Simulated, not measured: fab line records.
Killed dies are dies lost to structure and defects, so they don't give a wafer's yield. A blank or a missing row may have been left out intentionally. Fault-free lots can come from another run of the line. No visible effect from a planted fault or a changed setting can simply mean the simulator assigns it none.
The tool behind it: which one? | flow nand_harc | 12 lots, 36 wafers sampled, at 5 steps of a route of 1159

== WHAT EACH GAUGE READ, for each wafer ==
NHARC_END_SORT_01. Usual: defect_limited_yield 95.3 %, standard deviation 1.5; killed_at_array 28, standard deviation 10; killed_at_other 0.6, standard deviation 1.1; killed_at_periphery 3.6, standard deviation 2.6; killed_dies 32, standard deviation 10; killed_open 3.3, standard deviation 1.8; killed_short 1.9, standard deviation 1.4; sort_bin_2_pct 1.5 %, standard deviation 0.61; sort_bin_3_pct 0.27 %, standard deviation 0.2; sort_bin_4_pct 3.0 %, standard deviation 1; sort_n_pass 645, standard deviation 10; sort_rim_yield_pct 97.3 %, standard deviation 1.9; sort_yield_pct 95.3 %, standard deviation 1.5.
lot  | measured     | on        | defect_limited_yield (%) | killed_at_array | killed_at_other | killed_at_periphery | killed_dies | killed_open | killed_short | sort_bin_2_pct (%) | sort_bin_3_pct (%) | sort_bin_4_pct (%) | sort_n_pass | sort_rim_yield_pct (%) | sort_yield_pct (%) | flag
L464 | day 20 21:31 | prober-02 | 93.2 93.8 95.9           | 33 35 23        | 6 6 1           | 7 1 4               | 46 42 28    | 6 3 0       | 0 2 1        | 2.2 2.4 1.0        | 0.44 0.44 0.30     | 4.1 3.4 2.8        | 631 635 649 | 97.2 99.1 96.2         | 93.2 93.8 95.9     | OFF
L465 | day 22 01:18 | prober-01 | 20.4 18.6 20.2           | 537 543 539     | 2 3 0           | 0 5 1               | 539 551 540 | 0 0 1       | 0 0 0        | 32.8 32.8 36.6     | 6.94 8.42 6.65     | 39.9 40.2 36.5     | 138 126 137 | 25.5 28.3 28.3         | 20.4 18.6 20.2     | OFF
L468 | day 22 09:44 | prober-02 | 20.2 19.9 21.6           | 538 540 530     | 0 0 0           | 2 2 1               | 540 542 531 | 2 1 2       | 0 1 1        | 30.0 36.9 36.3     | 9.16 6.06 7.98     | 40.6 37.1 34.1     | 137 135 146 | 17.9 21.7 17.9         | 20.2 19.9 21.6     | OFF
L471 | day 22 21:36 | prober-01 | 94.5                     | 29              | 2               | 6                   | 37          | 4           | 1            | 1.9                | 0.44               | 3.1                | 640         | 97.2                   | 94.5               |

== WHICH TOOL RAN EACH LOT (tool, then ch and the chambers of the sampled wafers, then the start) ==
lot  | NHARC_A_M0_ECD_22              | NHARC_THIN_TSV_CMP_01         | NHARC_THIN_TSV_STRIP_45              | NHARC_THIN_TSV_CMP_21
L456 | ecd_cu-01 ch 0,1, day 17 06:35 | cmp-03 ch 0,3, day 18 04:41   | plasma_asher-01 ch 0,1, day 18 06:58 | cmp-04 ch 0,3, day 18 10:33
L458 | ecd_cu-02 ch 0,1, day 17 22:46 | cmp-04 ch 2,3, day 18 19:35   | plasma_asher-01 ch 0,1, day 18 22:02 | cmp-03 ch 0,1,3, day 19 01:16
L457 | ecd_cu-02 ch 0,1, day 17 23:38 | cmp-03 ch 0,2,3, day 19 02:25 | plasma_asher-02 ch 0,1, day 19 04:49 | cmp-03 ch 1,2,3, day 19 08:09
L460 | ecd_cu-01 ch 0,1, day 18 06:51 | cmp-03 ch 0,1, day 19 09:13   | plasma_asher-01 ch 0,1, day 19 11:34 | cmp-03 ch 1,2, day 19 14:52
L461 | ecd_cu-02 ch 0,1, day 18 12:25 | cmp-02 ch 1,2,3, day 19 10:26 | plasma_asher-01 ch 0,1, day 19 12:45 | cmp-03 ch 0,1,3, day 19 16:06
L464 | ecd_cu-01 ch 1, day 19 04:50   | cmp-03 ch 0,2,3, day 20 03:18 | plasma_asher-02 ch 1, day 20 05:30   | cmp-04 ch 0,1,3, day 20 08:47
L465 | ecd_cu-01 ch 0,1, day 20 04:20 | cmp-04 ch 0,3, day 21 09:03   | plasma_asher-01 ch 0,1, day 21 11:17 | cmp-03 ch 0,1,2, day 21 14:43
L468 | ecd_cu-01 ch 0,1, day 20 17:25 | cmp-02 ch 0,3, day 21 16:09   | plasma_asher-02 ch 0,1, day 21 18:31 | cmp-02 ch 0,2, day 21 21:48
L471 | ecd_cu-02 ch 0, day 21 05:41   | cmp-03 ch 0,1,2, day 22 03:05 | plasma_asher-02 ch 0,1, day 22 05:20 | cmp-03 ch 1,3, day 22 08:35
L473 | ecd_cu-02 ch 0,1, day 21 18:16 | cmp-04 ch 0,3, day 22 16:41   | plasma_asher-02 ch 0,1, day 22 19:12 | cmp-03 ch 2,3, day 22 22:32
L475 | ecd_cu-02 ch 0,1, day 22 11:57 | cmp-02 ch 0,1,3, day 23 12:10 | plasma_asher-01 ch 0,1, day 23 14:46 | cmp-04 ch 0,1,2, day 23 18:02
L478 | ecd_cu-02 ch 0,1, day 23 01:25 | cmp-03 ch 0,1, day 24 00:47   | plasma_asher-01 ch 0,1, day 24 03:16 | cmp-04 ch 0,1, day 24 06:32
- NHARC_A_M0_ECD_22: material Cu, target thk 400 nm.
- NHARC_THIN_TSV_CMP_01: polishes.
- NHARC_THIN_TSV_STRIP_45: strips in O2.
- NHARC_THIN_TSV_CMP_21: polishes, t overpolish 30 s, target thk 2000 nm.

== WHAT THE TOOLS THEMSELVES READ (means of the sampled wafers that have a number; where no wafer has one, the mark that the record gives instead) ==
NHARC_THIN_TSV_CMP_01. Usual: edge_zone_pressure_frac 0.999, standard deviation 0.0051; motor_current_A 12.0 A, standard deviation 1.5; retaining_ring_pressure_frac 0.999, standard deviation 0.0047.
lot  | tool   | edge_zone_pressure_frac | motor_current_A (A) | retaining_ring_pressure_frac | flag
L456 | cmp-03 | 1.002                   | 11.4                | 0.997                        |
L458 | cmp-04 | 0.996                   | 11.5                | 1.001                        |
L457 | cmp-03 | 0.996                   | 12.7                | 1.001                        |
L460 | cmp-03 | 1.007                   | 12.9                | 1.000                        |
L461 | cmp-02 | 1.002                   | 10.9                | 0.997                        |
L464 | cmp-03 | 0.997                   | 12.5                | 0.993                        |
L465 | cmp-04 | 1.003                   | 11.4                | 0.995                        |
L468 | cmp-02 | 1.003                   | 11.4                | 1.002                        |
L471 | cmp-03 | 0.997                   | 13.8                | 0.999                        |
L473 | cmp-04 | 0.995                   | 11.6                | 1.000                        |
L475 | cmp-02 | 1.001                   | 11.1                | 1.001                        |
L478 | cmp-03 | 1.001                   | 13.5                | 1.000                        |

NHARC_THIN_TSV_STRIP_45. Usual: drypump_motor_current_A 5.54 A, standard deviation 0.29; heater_power_w 308 W, standard deviation 13.
lot  | tool            | drypump_motor_current_A (A) | heater_power_w (W) | flag
L456 | plasma_asher-01 | 5.35                        | 311                |
L458 | plasma_asher-01 | 5.35                        | 314                |
L457 | plasma_asher-02 | 5.87                        | 288                |
L460 | plasma_asher-01 | 5.33                        | 318                |
L461 | plasma_asher-01 | 5.53                        | 319                |
L464 | plasma_asher-02 | 5.68                        | 305                |
L465 | plasma_asher-01 | 5.36                        | 309                |
L468 | plasma_asher-02 | 5.88                        | 295                |
L471 | plasma_asher-02 | 5.76                        | 298                |
L473 | plasma_asher-02 | 5.78                        | 295                |
L475 | plasma_asher-01 | 5.51                        | 312                |
L478 | plasma_asher-01 | 5.34                        | 309                |

NHARC_THIN_TSV_CMP_21. Usual: edge_zone_pressure_frac 0.999, standard deviation 0.0052; motor_current_A 12.3 A, standard deviation 1.6; overpolish_run_s 30.000 s, standard deviation 0.0088; retaining_ring_pressure_frac 1.000, standard deviation 0.0048.
lot  | tool   | edge_zone_pressure_frac | motor_current_A (A) | overpolish_run_s (s) | retaining_ring_pressure_frac | flag
L456 | cmp-04 | 0.998                   | 11.5                | 30.001               | 0.994                        |
L458 | cmp-03 | 1.001                   | 12.6                | 30.003               | 1.004                        |
L457 | cmp-03 | 0.998                   | 14.1                | 30.000               | 0.998                        |
L460 | cmp-03 | 0.997                   | 14.6                | 29.997               | 0.999                        |
L461 | cmp-03 | 1.002                   | 12.8                | 30.003               | 1.005                        |
L464 | cmp-04 | 0.999                   | 11.8                | 29.994               | 0.999                        |
L465 | cmp-03 | 1.002                   | 13.5                | 29.998               | 0.998                        |
L468 | cmp-02 | 0.998                   | 10.7                | 30.004               | 1.001                        |
L471 | cmp-03 | 1.003                   | 13.1                | 29.996               | 0.996                        |
L473 | cmp-03 | 0.995                   | 12.9                | 30.008               | 0.999                        |
L475 | cmp-04 | 0.998                   | 11.9                | 30.008               | 0.999                        |
L478 | cmp-04 | 0.994                   | 12.0                | 30.001               | 1.003                        |

== THE ANSWER, worked out from the rows above alone ==
Rule: a lot is off if the mean of its wafers that have a number lies more than 3 standard deviations from the usual mean. Also off: a lot with no number at a reading for which 4 or more lots have one. All remaining lots with rows at the step are treated as sound. After the gauges, taken in route order, come the tools' own readings; for these a lot's mean is taken, as printed above. At the first step where some lot is off, the reading lying furthest off is the one used; lots without a number count as furthest.
Off: L465, L468 (NHARC_END_SORT_01, sort_bin_2_pct). Neither off nor sound, because the step has no rows for them: L456, L458, L457, L460, L461, L473, L475, L478.
A tool fits if, at a process step before that reading, it ran every lot that is off, and no sound lot after the first of them. Those tools and the gauges at NHARC_END_SORT_01 are tried in the same way. One fits: NHARC_A_M0_ECD_22 on ecd_cu-01. A fault onset in the window from L464 (day 19 04:50, its last sound lot) to L465 (day 20 04:20, its first lot off) fits.

== WHAT THE SIMULATOR HAD PUT IN ==
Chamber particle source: ecd_cu-01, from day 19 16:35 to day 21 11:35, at NHARC_A_M0_ECD_22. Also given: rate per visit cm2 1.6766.
Lots struck among those shown: L465, L468. The rule above reached the same finding.
